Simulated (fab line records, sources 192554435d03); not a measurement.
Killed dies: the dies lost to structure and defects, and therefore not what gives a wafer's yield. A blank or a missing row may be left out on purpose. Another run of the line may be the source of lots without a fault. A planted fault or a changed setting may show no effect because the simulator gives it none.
fab line records	flow n5_finfet
record: lots: 11	wafers: 33	last_day: 17
route steps=1938 shown BEOL_M14@1766 BEOL_M15@1795 PASSIVATION@1936
lots that met no fault: from a run of the same line without faults
start_h: the number of hours between the record's first day and the start of the first shown wafer of the lot	wait_h: time in hours since the lot's previous step	" unchanged from the row above	L1.1+2: several wafers, shown together as one row	- no value, or no start given	* or withheld: withheld	< > ~ a bound
route shown NAME@n: a module of which the file shows steps, and the number in the route of the first	usual: mean and standard deviation over wafers with no fault	same: alike in all rows	chamber/n: place in a boat	sites: readings site by site	_std_site: standard deviation of those values	_edge_site: the outer-site mean with the inner-site mean subtracted	radius_mm: for every site, how far away it sits from the centre of the wafer	mask NAME#n: copy n	behind: the last tool/chamber to shape the wafer	hold: the reason the lot was held/the length of the hold in hours/how it ended	device: names the non-switching transistor (n, p or np)	end of line: tests run on the same wafers once the route is complete	a step with no rows: only its recipe	killed: dies that structure and defects cost at the first sort, which is not the same as the wafer's yield	map: dies across one wafer; x = killed, . = not, _ = none there
set.NAME: the setting the step ran with; set.NAME@STEP: the setting that earlier step ran with	model.NAME: the simulator's own value behind a step, which no gauge read
a sample of lots followed through the steps of the route, with each step as a table and each wafer as a row
services: the hour from which a tool's chamber was out of use, counted from the record's first day as start_h (under 0 if before that day), plus the number of hours and why
== steps ==
step: N5_BEOL_M14_ANNEAL_48
recipe: temp_c: 225	time_s: 90	ambient: N2
usual: wafer_temp_C_max: 225.85/0.27
same: time_s: 90
lot.wafer	tool	chamber	start_h	wait_h	wafer_temp_C_max
L923.3	rtp_anneal-02	0	269.84	0.3	225.51
L923.5	"	0	"	"	225.73
L923.6	"	0	"	"	225.76
L924.3	rtp_anneal-01	0	270.23	0.2	225.58
L924.4	"	0	"	"	225.37
L924.5	"	0	"	"	225.90
L925.2	rtp_anneal-02	0	272.93	0.2	225.87
L925.4	"	0	"	"	226.11
L925.5	"	0	"	"	226.02
L927.4	rtp_anneal-01	0	273.97	0.2	225.51
L927.5	"	0	"	"	225.99
L927.6	"	0	"	"	225.64
L928.2	rtp_anneal-02	0	275.25	0.2	225.96
L928.3	"	0	"	"	226.11
L928.6	"	0	"	"	226.81
L934.3	rtp_anneal-01	0	324.39	0.2	225.74
L934.4	"	0	"	"	225.54
L934.6	"	0	"	"	225.64
L937.4	rtp_anneal-01	0	328.59	0.2	225.66
L937.5	"	0	"	"	225.77
L937.6	"	0	"	"	225.94
L935.2	rtp_anneal-01	0	338.53	0.2	225.98
L935.4	"	0	"	"	225.53
L935.5	"	0	"	"	226.00
L943.1	rtp_anneal-02	0	378.38	0.3	225.96
L943.2	"	0	"	"	225.95
L943.6	"	0	"	"	226.08
L945.2	rtp_anneal-02	0	381.09	0.2	225.97
L945.5	"	0	"	"	226.32
L945.6	"	0	"	"	226.00
L946.4	rtp_anneal-01	0	388.43	1.7	225.86
L946.5	"	0	"	"	225.55
L946.6	"	0	"	"	225.74
step: N5_BEOL_M15_ETCH_57
recipe: chemistry: N2/H2	target: SOC	source_w: 3000	bias_w: 350	time_s: 750	ion_energy_ev: 200	pressure_mtorr: 30	n2_flow_sccm: 200	h2_flow_sccm: 200
usual: drypump_motor_current_A: 5.84/0.26	h2_flow_sccm: 200.0/0.59	oes_product_au: 0.81/0.095	rf_vpp_V: 524.0/2.3	showerhead_plenum_p_Torr: 2.55/0.079	throttle_valve_pct: 17.8/0.3
same: time_s: 750
lot.wafer	tool	chamber	start_h	wait_h	drypump_motor_current_A	h2_flow_sccm	oes_product_au	rf_hours_counter_h	rf_vpp_V	showerhead_plenum_p_Torr	throttle_valve_pct
L923.3	rie_diel-02	2	272.08	-	5.35	199.8	0.75	171	521.1	2.44	17.7
L923.5	"	1	"	"	5.90	200.0	0.68	-	522.9	2.50	18.1
L923.6	"	0	"	"	6.09	199.7	0.73	-	523.1	2.53	18.1
L924.3	rie_diel-06	2	273.72	-	5.78	199.6	0.72	211	527.1	2.63	18.0
L924.4	"	1	"	"	5.96	200.4	0.95	10	527.8	2.60	17.4
L924.5	"	2	"	"	5.77	199.6	0.72	-	525.5	2.63	18.0
L925.2	rie_diel-06	2	275.92	-	5.77	200.1	0.71	212	526.9	2.63	18.0
L925.4	"	1	"	"	5.96	200.2	0.94	12	526.3	2.60	17.4
L925.5	"	0	"	"	5.85	200.4	0.94	-	526.6	2.60	17.7
L927.4	rie_diel-06	0	277.72	-	5.86	199.4	0.94	8	526.2	2.60	17.6
L927.5	"	2	"	"	5.75	199.4	0.71	-	526.3	2.63	18.0
L927.6	"	3	"	"	6.13	199.9	0.78	-	521.4	2.45	17.9
L928.2	rie_diel-06	0	279.37	-	5.84	199.1	0.94	9	525.6	2.60	17.7
L928.3	"	1	"	"	5.94	200.2	0.94	14	526.4	2.60	17.4
L928.6	"	0	"	"	5.84	200.1	0.93	-	526.3	2.60	17.7
L934.3	rie_diel-04	3	326.51	-	5.47	201.1	0.70	246	523.6	2.51	18.2
L934.4	"	2	"	"	5.81	200.3	0.85	61	521.5	2.48	17.2
L934.6	"	3	"	"	5.46	200.4	0.69	-	521.9	2.51	18.2
L937.4	rie_diel-04	0	330.77	-	5.87	199.0	0.74	189	524.8	2.64	18.2
L937.5	"	3	"	"	5.45	199.5	0.70	-	521.5	2.50	18.2
L937.6	"	2	"	"	5.83	199.3	0.85	-	522.2	2.48	17.2
L935.2	rie_diel-02	3	340.91	-	5.61	199.7	0.91	31	525.8	2.58	17.6
L935.4	"	1	"	"	5.91	200.1	0.94	6	523.4	2.49	17.7
L935.5	"	2	"	"	5.33	200.8	0.73	-	521.8	2.43	17.7
L943.1	rie_diel-02	1	380.75	-	5.92	199.9	0.90	17	523.4	2.48	17.7
L943.2	"	3	"	"	5.62	199.5	0.88	44	525.6	2.58	17.6
L943.6	"	2	"	"	5.30	200.5	0.72	-	521.3	2.42	17.8
L945.2	rie_diel-04	2	383.32	-	5.82	199.8	0.83	79	520.1	2.47	17.2
L945.5	"	3	"	"	5.48	200.9	0.96	-	523.5	2.50	17.7
L945.6	"	2	"	"	5.85	200.6	0.83	-	521.0	2.47	17.2
L946.4	rie_diel-06	2	390.80	-	5.78	200.4	0.69	247	525.1	2.61	18.1
L946.5	"	3	"	"	6.14	199.8	0.74	-	520.6	2.43	18.0
L946.6	"	2	"	"	5.79	199.9	0.69	-	526.4	2.61	18.1
step: N5_BEOL_M15_COAT_60
recipe: resist: BARC	temp_c: 205	time_s: 60	spin_rpm: 1500	resist_thk_nm: 89
usual: chill_plate_temp_C: 23.01/0.11	spin_speed_rpm: 1499.8/1.1
same: time_s: 60
lot.wafer	tool	chamber	start_h	wait_h	chill_plate_temp_C	spin_speed_rpm
L923.3	litho_track-03	0	272.58	0.3	23.05	1499.9
L923.5	"	0	"	"	23.12	1500.5
L923.6	"	0	"	"	23.06	1500.8
L924.3	litho_track-04	0	274.23	0.3	23.05	1500.9
L924.4	"	0	"	"	23.17	1500.0
L924.5	"	0	"	"	23.04	1501.5
L925.2	litho_track-02	0	276.42	0.3	23.02	1498.6
L925.4	"	0	"	"	22.90	1499.3
L925.5	"	0	"	"	23.16	1498.9
L927.4	litho_track-04	0	278.22	0.3	22.92	1498.9
L927.5	"	0	"	"	22.88	1497.3
L927.6	"	0	"	"	22.99	1497.9
L928.2	litho_track-04	0	279.87	0.3	22.97	1499.1
L928.3	"	0	"	"	23.05	1501.5
L928.6	"	0	"	"	23.00	1501.1
L934.3	litho_track-04	0	327.01	0.3	22.90	1212.7
L934.4	"	0	"	"	23.09	1214.1
L934.6	"	0	"	"	22.98	1210.7
L937.4	litho_track-02	0	331.27	0.3	22.98	1501.0
L937.5	"	0	"	"	22.97	1500.7
L937.6	"	0	"	"	22.95	1500.8
L935.2	litho_track-04	0	341.41	0.3	23.04	1213.6
L935.4	"	0	"	"	22.93	1213.0
L935.5	"	0	"	"	23.10	1215.5
L943.1	litho_track-03	0	381.25	0.3	22.81	1500.9
L943.2	"	0	"	"	22.70	1500.4
L943.6	"	0	"	"	22.95	1500.1
L945.2	litho_track-03	0	383.82	0.3	22.92	1499.0
L945.5	"	0	"	"	23.00	1498.7
L945.6	"	0	"	"	22.95	1497.4
L946.4	litho_track-03	0	391.30	0.3	23.02	1500.7
L946.5	"	0	"	"	22.94	1498.7
L946.6	"	0	"	"	23.01	1499.8
step: N5_BEOL_M15_INSPECT_30
recipe: mode: adi	inspect_instrument: macro
usual: raw_defect_count: 2.3/1.4
lot.wafer	tool	chamber	start_h	wait_h	raw_defect_count
L923.3	defect_inspect-01	-	272.91	0.0	0
L923.5	"	-	"	"	2
L923.6	"	-	"	"	2
L924.3	defect_inspect-02	-	274.68	0.0	1
L924.4	"	-	"	"	2
L924.5	"	-	"	"	2
L925.2	defect_inspect-02	-	276.75	0.0	5
L925.4	"	-	"	"	3
L925.5	"	-	"	"	1
L927.4	defect_inspect-01	-	278.67	0.0	2
L927.5	"	-	"	"	3
L927.6	"	-	"	"	4
L928.2	defect_inspect-02	-	280.32	0.0	5
L928.3	"	-	"	"	0
L928.6	"	-	"	"	2
L934.3	defect_inspect-01	-	327.34	0.0	6
L934.4	"	-	"	"	1
L934.6	"	-	"	"	4
L937.4	defect_inspect-01	-	331.60	0.0	1
L937.5	"	-	"	"	2
L937.6	"	-	"	"	1
L935.2	defect_inspect-02	-	341.86	0.0	3
L935.4	"	-	"	"	2
L935.5	"	-	"	"	0
L943.1	defect_inspect-01	-	381.70	0.0	4
L943.2	"	-	"	"	3
L943.6	"	-	"	"	2
L945.2	defect_inspect-01	-	384.27	0.0	3
L945.5	"	-	"	"	3
L945.6	"	-	"	"	3
L946.4	defect_inspect-02	-	391.75	0.0	0
L946.5	"	-	"	"	4
L946.6	"	-	"	"	6
step: N5_PASSIVATION_PROBE_49
usual: defect_limited_yield: 91.0/1.5	killed_at_M0_to_M3: 36/12	killed_at_M4_up: 14/5.5	killed_at_contacts: 11/4.8	killed_at_front_end: 42/12	killed_at_other: 3.7/2.7	killed_dies: 106/18	killed_open: 70/13	killed_short: 35/8.2	sort_bin_5_function: 5.3/1	sort_bin_6_memory: 3.3/0.69	sort_bin_8_speed: 0.00/0.007	sort_n_pass: 1074/18	sort_yield_pct: 91.0/1.5
same: gross_dies: 1180	killed_at_back_side: 0	sort_bin_4_leakage[%]: 0
lot.wafer	tool	chamber	start_h	wait_h	defect_limited_yield[%]	killed_at_M0_to_M3	killed_at_M4_up	killed_at_contacts	killed_at_front_end	killed_at_other	killed_dies	killed_open	killed_short	sort_bin_5_function[%]	sort_bin_6_memory[%]	sort_bin_8_speed[%]	sort_n_pass	sort_yield_pct[%]
L927.4	prober-01	-	299.74	0.2	90.9	31	15	13	41	7	107	63	40	5.6	2.8	0	1073	90.9
L927.5	prober-01	-	299.79	0.2	92.0	30	12	12	31	9	94	54	39	4.9	2.9	0	1086	92.0
L927.6	prober-01	-	299.84	0.3	92.9	17	15	6	46	0	84	51	27	4.0	2.7	0	1096	92.9
L934.3	prober-02	-	348.21	0.5	93.6	24	13	10	26	2	75	54	21	3.3	2.9	0	1105	93.6
L934.4	prober-02	-	348.26	0.6	89.8	32	20	7	57	4	120	76	44	6.2	3.6	0	1060	89.8
L934.6	prober-02	-	348.36	0.7	91.9	24	24	8	37	2	95	61	32	4.8	3.0	0	1085	91.9
L943.1	prober-01	-	401.25	0.0	91.7	48	13	3	31	3	98	63	35	5.8	2.4	0	1082	91.7
L943.2	prober-01	-	401.30	0.1	90.8	31	8	7	61	1	108	64	42	4.8	4.1	0	1072	90.8
L943.6	prober-01	-	401.50	0.3	87.5	56	17	8	63	4	148	103	44	7.9	4.2	0	1032	87.5
L945.2	prober-01	-	406.11	0.1	91.6	22	17	11	44	5	99	65	34	4.8	3.3	0	1081	91.6
L945.5	prober-01	-	406.26	0.2	92.8	26	11	8	36	4	85	53	28	4.1	2.8	0	1095	92.8
L945.6	prober-01	-	406.31	0.3	91.5	31	26	8	28	7	100	69	30	5.3	3.1	0	1080	91.5
L946.4	prober-01	-	413.60	0.2	92.9	26	20	16	18	4	84	54	29	4.5	2.5	0	1096	92.9
L946.5	prober-01	-	413.65	0.2	93.3	26	6	8	26	13	79	55	23	3.8	2.8	0	1101	93.3
L946.6	prober-01	-	413.70	0.3	93.2	28	8	10	31	3	80	51	25	3.4	3.2	0	1100	93.2
killed by level:class
L927.4 FIN_SAQP:geometric_particle:open=14 MOL_CONTACT_COAG:geometric_particle:open=10 FIN_SAQP:geometric_particle:short=8 BEOL_M3:geometric_particle:open=7 BEOL_M1:geometric_particle:open=6 BEOL_M0_SAQP:geometric_particle:short=5 GATE_CUT:geometric_particle:short=5 PASS1_CAP:geometric_particle:open=4
L927.5 BEOL_M1:geometric_particle:open=9 FIN_SAQP:geometric_particle:open=6 DUMMY_GATE:geometric_particle:open=6 MOL_CONTACT_COAG:geometric_particle:short=6 MOL_CONTACT_COAG:geometric_particle:open=6 FIN_SAQP:geometric_particle:short=5 BEOL_M1:geometric_particle:short=5 BEOL_M0_SAQP:geometric_particle:short=4
L927.6 FIN_SAQP:geometric_particle:open=10 FIN_SAQP:geometric_particle:short=7 STI_FIN_REVEAL:geometric_particle:open=6 BEOL_M3:geometric_particle:open=6 MOL_CONTACT_COAG:geometric_particle:open=5 ILD0:geometric_particle:open=4 GATE_CUT:geometric_particle:short=4 BEOL_M7:geometric_particle:open=4
L934.3 BEOL_M0_SAQP:geometric_particle:open=10 MOL_CONTACT_COAG:geometric_particle:open=8 BEOL_M0_SAQP:geometric_particle:short=8 FIN_SAQP:geometric_particle:open=5 STI_FIN_REVEAL:geometric_particle:open=5 FIN_SAQP:geometric_particle:short=4 STARTING-WAFER:geometric_particle:open=4 DUMMY_GATE:geometric_particle:open=3
L934.4 STI_FIN_REVEAL:geometric_particle:open=13 FIN_SAQP:geometric_particle:open=11 BEOL_M0_SAQP:geometric_particle:short=11 BEOL_M4:geometric_particle:open=9 BEOL_M2:geometric_particle:open=9 BEOL_M0_SAQP:geometric_particle:open=8 FIN_SAQP:geometric_particle:short=7 DUMMY_GATE:geometric_particle:open=7
L934.6 BEOL_M4:geometric_particle:open=15 STI_FIN_REVEAL:geometric_particle:open=7 BEOL_M0_SAQP:geometric_particle:open=6 BEOL_M1:geometric_particle:open=6 FIN_SAQP:geometric_particle:short=5 MOL_CONTACT_COAG:geometric_particle:open=5 BEOL_M1:geometric_particle:short=5 STI_FIN_REVEAL:geometric_particle:short=4
L943.1 BEOL_M0_SAQP:geometric_particle:short=14 FIN_SAQP:geometric_particle:open=10 STI_FIN_REVEAL:geometric_particle:open=7 BEOL_M1:geometric_particle:open=7 BEOL_M4:geometric_particle:open=6 BEOL_M3:geometric_particle:open=6 FIN_SAQP:geometric_particle:short=5 BEOL_M0_SAQP:geometric_particle:open=5
L943.2 FIN_SAQP:geometric_particle:open=16 FIN_SAQP:geometric_particle:short=14 STI_FIN_REVEAL:geometric_particle:open=11 BEOL_M0_SAQP:geometric_particle:short=9 BEOL_M0_SAQP:geometric_particle:open=6 BEOL_M4:geometric_particle:open=5 BEOL_M0:geometric_particle:open=4 MOL_CONTACT_COAG:geometric_particle:open=4
L943.6 FIN_SAQP:geometric_particle:open=18 STI_FIN_REVEAL:geometric_particle:open=14 BEOL_M2:geometric_particle:open=14 BEOL_M0_SAQP:geometric_particle:open=10 BEOL_M4:geometric_particle:open=10 FIN_SAQP:geometric_particle:short=8 BEOL_M0_SAQP:geometric_particle:short=7 DUMMY_GATE:geometric_particle:open=6
L945.2 FIN_SAQP:geometric_particle:open=12 BEOL_M4:geometric_particle:open=10 MOL_CONTACT_COAG:geometric_particle:open=9 GATE_CUT:geometric_particle:short=8 FIN_SAQP:geometric_particle:short=7 DUMMY_GATE:geometric_particle:open=5 BEOL_M0_SAQP:geometric_particle:open=5 BEOL_M3:geometric_particle:open=5
L945.5 BEOL_M3:geometric_particle:open=7 FIN_SAQP:geometric_particle:short=6 BEOL_M1:geometric_particle:open=6 FIN_SAQP:geometric_particle:open=5 DUMMY_GATE:geometric_particle:open=5 MOL_CONTACT_COAG:geometric_particle:open=5 BEOL_M1:geometric_particle:short=4 BEOL_M2:geometric_particle:open=4
L945.6 BEOL_M4:geometric_particle:open=13 BEOL_M5:geometric_particle:open=9 DUMMY_GATE:geometric_particle:open=7 MOL_CONTACT_COAG:geometric_particle:open=7 BEOL_M1:geometric_particle:open=7 BEOL_M2:geometric_particle:open=7 BEOL_M3:geometric_particle:open=5 BEOL_M3:geometric_particle:short=5
L946.4 MOL_CONTACT_COAG:geometric_particle:open=11 BEOL_M4:geometric_particle:short=10 BEOL_M0_SAQP:geometric_particle:open=6 BEOL_M2:geometric_particle:open=6 BEOL_M3:geometric_particle:open=6 MOL_CONTACT_COAG:geometric_particle:short=5 DUMMY_GATE:geometric_particle:open=4 FIN_SAQP:geometric_particle:open=3
L946.5 BEOL_M3:geometric_particle:open=10 FIN_SAQP:geometric_particle:open=6 MOL_CONTACT_COAG:geometric_particle:open=6 BEOL_M0:geometric_particle:open=6 ILD0:geometric_particle:open=4 STARTING-WAFER:geometric_particle:short=4 DUMMY_GATE:geometric_particle:open=3 BEOL_M0_SAQP:geometric_particle:open=3
L946.6 BEOL_M3:geometric_particle:open=11 MOL_CONTACT_COAG:geometric_particle:open=9 GATE_CUT:geometric_particle:short=7 BEOL_M0_SAQP:geometric_particle:open=7 STI_FIN_REVEAL:geometric_particle:open=6 ILD0:geometric_particle:short=4 BEOL_M4:geometric_particle:short=4 BEOL_M0:geometric_particle:open=3
== services ==
tool	chamber	start_h	hours	kind
rie_diel-04	3	256.08	4.6	repair
rie_diel-04	-	270.47	28.1	pm
rie_diel-02	3	286.50	12.4	repair
rie_diel-02	1	298.96	-	clean
rie_diel-02	1	298.96	-	consumable_replace:focus_ring
rie_diel-02	1	298.96	24.0	scheduled_down
rie_diel-02	1	298.96	24.0	vent_cycle
rie_diel-04	2	300.05	8.2	repair
rie_diel-06	2	315.03	5.0	repair
rie_diel-04	2	334.34	3.7	repair
rie_diel-04	3	338.15	-	clean
rie_diel-04	3	338.15	-	consumable_replace:focus_ring
rie_diel-04	3	338.15	16.6	scheduled_down
rie_diel-04	3	338.15	16.6	vent_cycle
rtp_anneal-01	-	347.93	8.7	pm
rie_diel-06	2	364.29	10.0	repair
rie_diel-06	-	368.95	1.7	repair
rtp_anneal-02	-	384.82	4.0	pm
rie_diel-04	3	386.30	19.0	repair
rie_diel-02	-	389.42	14.6	pm
== key ==
first_sign: step: N5_BEOL_M15_COAT_60	reading: spin_speed_rpm	direction: down	sigmas: 99+	usual: *	struck: *
effect none on later readings
met_at N5_BEOL_M15_COAT_60
struck_lots L934,L935
not_acting_at N5_BEOL_M14_ANNEAL_48,N5_BEOL_M15_ETCH_57,N5_BEOL_M15_INSPECT_30
onset_between 279.87 327.01
fault: kind: process_parameter_drift	tool: litho_track-04	chamber: -	onset_h: 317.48	steps: N5_BEOL_M15_COAT_60	channel: spin_rpm	offset: *	shape: step	end_h: 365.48	acts_in: *	stated: *
